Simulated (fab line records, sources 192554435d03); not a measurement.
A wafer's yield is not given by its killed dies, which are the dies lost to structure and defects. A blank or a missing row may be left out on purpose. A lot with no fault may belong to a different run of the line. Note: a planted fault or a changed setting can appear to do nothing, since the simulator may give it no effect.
Lot-split experiment || flow n5_finfet || 39 wafers read across 7 lots, on a route 1938 steps long

SPLIT DETAILS
At N5_HKMG_FIN_DESCUM_53 (chemistry O2, time 7.9 s), the setting time_s was moved away from the recipe's 7.9 s on 12 of the 39 wafers read, by -30.4% to +46.2%. For the rest of the wafers, this setting stayed at what the recipe calls for.

The reading is taken at the split's own step.

THE READING
CAR-ArF_of_HKMG_FIN_COAT_43.thk_nm (the simulator's own value, which no gauge read), in nm, at N5_HKMG_FIN_DESCUM_53 (chemistry O2, time 7.9 s). The file does not state a usual value for it. The 27 wafers here that ran the recipe average 83.3 nm, standard deviation 0.22 nm.

{"wafer": "L078.1", "tool, chamber at the split": "rie_diel-03, 1,2", "time_s as run, s": 7.9, "against the recipe": "recipe", "CAR-ArF_of_HKMG_FIN_COAT_43.thk_nm, nm": 83.4, "against lot-mates on the recipe": "-"}
{"wafer": "L078.6", "tool, chamber at the split": "rie_diel-03, 1,2", "time_s as run, s": 7.9, "against the recipe": "recipe", "CAR-ArF_of_HKMG_FIN_COAT_43.thk_nm, nm": 83.4, "against lot-mates on the recipe": "-"}
{"wafer": "L078.2", "tool, chamber at the split": "rie_diel-03, 3,0", "time_s as run, s": 5.849, "against the recipe": "-26.0%", "CAR-ArF_of_HKMG_FIN_COAT_43.thk_nm, nm": 84.6, "against lot-mates on the recipe": "+1.1"}
{"wafer": "L078.4", "tool, chamber at the split": "rie_diel-03, 3,0", "time_s as run, s": 5.849, "against the recipe": "-26.0%", "CAR-ArF_of_HKMG_FIN_COAT_43.thk_nm, nm": 84.6, "against lot-mates on the recipe": "+1.1"}
{"wafer": "L078.3", "tool, chamber at the split": "rie_diel-03, 2", "time_s as run, s": 7.9, "against the recipe": "recipe", "CAR-ArF_of_HKMG_FIN_COAT_43.thk_nm, nm": 83.8, "against lot-mates on the recipe": "-"}
{"wafer": "L078.5", "tool, chamber at the split": "rie_diel-03, 1", "time_s as run, s": 5.849, "against the recipe": "-26.0%", "CAR-ArF_of_HKMG_FIN_COAT_43.thk_nm, nm": 84.8, "against lot-mates on the recipe": "+1.3"}
{"wafer": "L079.1", "tool, chamber at the split": "rie_diel-01, 1", "time_s as run, s": 7.9, "against the recipe": "recipe", "CAR-ArF_of_HKMG_FIN_COAT_43.thk_nm, nm": 83.2, "against lot-mates on the recipe": "-"}
{"wafer": "L079.3", "tool, chamber at the split": "rie_diel-01, 3", "time_s as run, s": 7.9, "against the recipe": "recipe", "CAR-ArF_of_HKMG_FIN_COAT_43.thk_nm, nm": 83, "against lot-mates on the recipe": "-"}
{"wafer": "L079.4", "tool, chamber at the split": "rie_diel-01, 0", "time_s as run, s": 7.9, "against the recipe": "recipe", "CAR-ArF_of_HKMG_FIN_COAT_43.thk_nm, nm": 83.4, "against lot-mates on the recipe": "-"}
{"wafer": "L080.1", "tool, chamber at the split": "rie_diel-01, 3,0", "time_s as run, s": 7.9, "against the recipe": "recipe", "CAR-ArF_of_HKMG_FIN_COAT_43.thk_nm, nm": 83.2, "against lot-mates on the recipe": "-"}
{"wafer": "L080.6", "tool, chamber at the split": "rie_diel-01, 3,0", "time_s as run, s": 7.9, "against the recipe": "recipe", "CAR-ArF_of_HKMG_FIN_COAT_43.thk_nm, nm": 83.2, "against lot-mates on the recipe": "-"}
{"wafer": "L080.2", "tool, chamber at the split": "rie_diel-01, 0", "time_s as run, s": 7.9, "against the recipe": "recipe", "CAR-ArF_of_HKMG_FIN_COAT_43.thk_nm, nm": 83, "against lot-mates on the recipe": "-"}
{"wafer": "L080.3", "tool, chamber at the split": "rie_diel-01, 1,3", "time_s as run, s": 7.9, "against the recipe": "recipe", "CAR-ArF_of_HKMG_FIN_COAT_43.thk_nm, nm": 83.4, "against lot-mates on the recipe": "-"}
{"wafer": "L080.4", "tool, chamber at the split": "rie_diel-01, 1,3", "time_s as run, s": 7.9, "against the recipe": "recipe", "CAR-ArF_of_HKMG_FIN_COAT_43.thk_nm, nm": 83.4, "against lot-mates on the recipe": "-"}
{"wafer": "L080.5", "tool, chamber at the split": "rie_diel-01, 1", "time_s as run, s": 7.9, "against the recipe": "recipe", "CAR-ArF_of_HKMG_FIN_COAT_43.thk_nm, nm": 83.6, "against lot-mates on the recipe": "-"}
{"wafer": "L089.1", "tool, chamber at the split": "rie_diel-03, 1", "time_s as run, s": 11.55, "against the recipe": "+46.2%", "CAR-ArF_of_HKMG_FIN_COAT_43.thk_nm, nm": 81, "against lot-mates on the recipe": -2.2}
{"wafer": "L089.2", "tool, chamber at the split": "rie_diel-03, 3,1", "time_s as run, s": 11.55, "against the recipe": "+46.2%", "CAR-ArF_of_HKMG_FIN_COAT_43.thk_nm, nm": 80.8, "against lot-mates on the recipe": -2.4}
{"wafer": "L089.5", "tool, chamber at the split": "rie_diel-03, 3,1", "time_s as run, s": 11.55, "against the recipe": "+46.2%", "CAR-ArF_of_HKMG_FIN_COAT_43.thk_nm, nm": 80.8, "against lot-mates on the recipe": -2.4}
{"wafer": "L089.3", "tool, chamber at the split": "rie_diel-03, 2", "time_s as run, s": 7.9, "against the recipe": "recipe", "CAR-ArF_of_HKMG_FIN_COAT_43.thk_nm, nm": 83.2, "against lot-mates on the recipe": "-"}
{"wafer": "L089.4", "tool, chamber at the split": "rie_diel-03, 3", "time_s as run, s": 7.9, "against the recipe": "recipe", "CAR-ArF_of_HKMG_FIN_COAT_43.thk_nm, nm": 83, "against lot-mates on the recipe": "-"}
{"wafer": "L089.6", "tool, chamber at the split": "rie_diel-03, 2", "time_s as run, s": 7.9, "against the recipe": "recipe", "CAR-ArF_of_HKMG_FIN_COAT_43.thk_nm, nm": 83.4, "against lot-mates on the recipe": "-"}
{"wafer": "L090.1", "tool, chamber at the split": "rie_diel-01, 0,3,3", "time_s as run, s": 7.9, "against the recipe": "recipe", "CAR-ArF_of_HKMG_FIN_COAT_43.thk_nm, nm": 83.4, "against lot-mates on the recipe": "-"}
{"wafer": "L090.2", "tool, chamber at the split": "rie_diel-01, 0,3,3", "time_s as run, s": 7.9, "against the recipe": "recipe", "CAR-ArF_of_HKMG_FIN_COAT_43.thk_nm, nm": 83.4, "against lot-mates on the recipe": "-"}
{"wafer": "L090.4", "tool, chamber at the split": "rie_diel-01, 0,3,3", "time_s as run, s": 7.9, "against the recipe": "recipe", "CAR-ArF_of_HKMG_FIN_COAT_43.thk_nm, nm": 83.4, "against lot-mates on the recipe": "-"}
{"wafer": "L090.3", "tool, chamber at the split": "rie_diel-01, 1,0,1", "time_s as run, s": 7.9, "against the recipe": "recipe", "CAR-ArF_of_HKMG_FIN_COAT_43.thk_nm, nm": 83.2, "against lot-mates on the recipe": "-"}
{"wafer": "L090.5", "tool, chamber at the split": "rie_diel-01, 1,0,1", "time_s as run, s": 7.9, "against the recipe": "recipe", "CAR-ArF_of_HKMG_FIN_COAT_43.thk_nm, nm": 83.2, "against lot-mates on the recipe": "-"}
{"wafer": "L090.6", "tool, chamber at the split": "rie_diel-01, 1,0,1", "time_s as run, s": 7.9, "against the recipe": "recipe", "CAR-ArF_of_HKMG_FIN_COAT_43.thk_nm, nm": 83.2, "against lot-mates on the recipe": "-"}
{"wafer": "L093.1", "tool, chamber at the split": "rie_diel-01, 2", "time_s as run, s": 7.9, "against the recipe": "recipe", "CAR-ArF_of_HKMG_FIN_COAT_43.thk_nm, nm": 83.8, "against lot-mates on the recipe": "-"}
{"wafer": "L093.2", "tool, chamber at the split": "rie_diel-01, 1", "time_s as run, s": 5.501, "against the recipe": "-30.4%", "CAR-ArF_of_HKMG_FIN_COAT_43.thk_nm, nm": 84.8, "against lot-mates on the recipe": "+1.1"}
{"wafer": "L093.3", "tool, chamber at the split": "rie_diel-01, 0,3", "time_s as run, s": 7.9, "against the recipe": "recipe", "CAR-ArF_of_HKMG_FIN_COAT_43.thk_nm, nm": 83.6, "against lot-mates on the recipe": "-"}
{"wafer": "L093.4", "tool, chamber at the split": "rie_diel-01, 0,3", "time_s as run, s": 7.9, "against the recipe": "recipe", "CAR-ArF_of_HKMG_FIN_COAT_43.thk_nm, nm": 83.6, "against lot-mates on the recipe": "-"}
{"wafer": "L093.5", "tool, chamber at the split": "rie_diel-01, 0,3", "time_s as run, s": 5.501, "against the recipe": "-30.4%", "CAR-ArF_of_HKMG_FIN_COAT_43.thk_nm, nm": 85.2, "against lot-mates on the recipe": "+1.5"}
{"wafer": "L093.6", "tool, chamber at the split": "rie_diel-01, 0,3", "time_s as run, s": 5.501, "against the recipe": "-30.4%", "CAR-ArF_of_HKMG_FIN_COAT_43.thk_nm, nm": 85.2, "against lot-mates on the recipe": "+1.5"}
{"wafer": "L095.1", "tool, chamber at the split": "rie_diel-01, 0,3", "time_s as run, s": 7.9, "against the recipe": "recipe", "CAR-ArF_of_HKMG_FIN_COAT_43.thk_nm, nm": 83.2, "against lot-mates on the recipe": "-"}
{"wafer": "L095.5", "tool, chamber at the split": "rie_diel-01, 0,3", "time_s as run, s": 7.9, "against the recipe": "recipe", "CAR-ArF_of_HKMG_FIN_COAT_43.thk_nm, nm": 83.2, "against lot-mates on the recipe": "-"}
{"wafer": "L095.2", "tool, chamber at the split": "rie_diel-01, 1,2", "time_s as run, s": 9.741, "against the recipe": "+23.3%", "CAR-ArF_of_HKMG_FIN_COAT_43.thk_nm, nm": 82, "against lot-mates on the recipe": -1.1}
{"wafer": "L095.3", "tool, chamber at the split": "rie_diel-01, 1,2", "time_s as run, s": 9.741, "against the recipe": "+23.3%", "CAR-ArF_of_HKMG_FIN_COAT_43.thk_nm, nm": 82, "against lot-mates on the recipe": -1.1}
{"wafer": "L095.4", "tool, chamber at the split": "rie_diel-01, 3", "time_s as run, s": 7.9, "against the recipe": "recipe", "CAR-ArF_of_HKMG_FIN_COAT_43.thk_nm, nm": 83, "against lot-mates on the recipe": "-"}
{"wafer": "L095.6", "tool, chamber at the split": "rie_diel-01, 0", "time_s as run, s": 9.741, "against the recipe": "+23.3%", "CAR-ArF_of_HKMG_FIN_COAT_43.thk_nm, nm": 82.2, "against lot-mates on the recipe": -0.9}
If several chambers appear in one row, that row covers several wafers at once and the file leaves open which wafer was in which chamber.

THE FIT
A straight line over all 39 wafers: CAR-ArF_of_HKMG_FIN_COAT_43.thk_nm changes by -0.054 nm for each +1% of time_s; r = -0.98; the points scatter about the line by 0.2 nm.
The same after taking each lot's own level away (the mean of its wafers on the recipe; 39 wafers): -0.0478 nm for each +1%; r = -0.99; scatter 0.15 nm.
The reading moves by 2.2 nm for the largest change in time_s, on that fit.
The lots' own levels span 83.13 to 83.67 nm, that is 2.4 times the standard deviation above.
So the slope is not independent of the lot-to-lot level: the two fits are not the same.
Check: for one of the wafers moved furthest among these (+46.2%), held out of the fit, the line's prediction against its lot-mates is -2.23 nm. Against them it came out at -2.2 nm.

ADDITIONAL SPLITS CARRIED BY THESE WAFERS
Note: prior to the reading, these wafers also went through further splits. Each is held against what the fit with the lots' levels taken away leaves over:
{"other split on the same wafers": "N5_FIN_SAQP_PECVD_06 time_s", "wafers away from the commonest value": 12, "r with CAR-ArF_of_HKMG_FIN_COAT_43.thk_nm (lot level and that fit taken away)": "+0.17"}
{"other split on the same wafers": "N5_SD_EPI_N_DEVELOP_08 develop_time_s", "wafers away from the commonest value": 12, "r with CAR-ArF_of_HKMG_FIN_COAT_43.thk_nm (lot level and that fit taken away)": -0.02}

FILE'S OWN FIT
CAR-ArF_of_HKMG_FIN_COAT_43.thk_nm changes by -0.0479 nm for each +1% of time_s, r = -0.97.
